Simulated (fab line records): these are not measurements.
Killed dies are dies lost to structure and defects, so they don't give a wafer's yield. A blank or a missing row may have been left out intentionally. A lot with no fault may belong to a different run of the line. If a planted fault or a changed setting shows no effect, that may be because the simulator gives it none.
Chamber matching + flow n5 finfet + 4 sister chambers for N5_SD_EPI_P_SD_RECESS_17 on rie si-05
The step chemistry HBr/Cl2/O2, target depth 39.1 nm, bt time 3 s. 4 wafers are shown with their chamber, then 9 later ones without.

## WAFERS, EACH WITH ITS CHAMBER
| wafer  | chamber | drypump motor current A (A) |
|--------|---------|-----------------------------|
| L085.5 | 1       | 5.8                         |
| L085.6 | 0       | 5.0                         |
| L089.2 | 3       | 4.8                         |
| L089.5 | 2       | 5.2                         |

## WAFERS MISSING THEIR CHAMBER
| wafer  | drypump motor current A (A) |
|--------|-----------------------------|
| L090.1 | 4.9                         |
| L090.3 | 5.2                         |
| L090.5 | 5.8                         |
| L091.3 | 5.2                         |
| L091.5 | 4.9                         |
| L091.6 | 5.0                         |
| L097.1 | 4.8                         |
| L097.3 | 5.0                         |
| L097.6 | 5.8                         |

## EACH ONE'S CHAMBER
| wafer  | from the rows above     | in truth |
|--------|-------------------------|----------|
| L090.1 | can't be placed: 0 or 3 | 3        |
| L090.3 | 2                       | 2        |
| L090.5 | 1                       | 1        |
| L091.3 | 2                       | 2        |
| L091.5 | can't be placed: 0 or 3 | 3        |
| L091.6 | 0                       | 0        |
| L097.1 | 3                       | 3        |
| L097.3 | 0                       | 0        |
| L097.6 | 1                       | 1        |
Correct placement for 7 of the 9. Cannot be placed on the basis of these rows: 2; the candidates contain the true chamber in 2. 0 placed wrongly.
How it was worked out, from the rows above alone: a wafer's distance from a chamber is the root of the sum, over the readings, of the square of ((its reading less the chamber's mean) divided by the reading's scatter). The wafer belongs to the nearest chamber; if the next one is less than 2 further off, it can't be placed. The mean given for a chamber averages the wafers shown for that chamber. The scatter (one wafer shown for each chamber): square how far every hidden wafer sits from the nearest shown wafer, average those squares and take the square root.
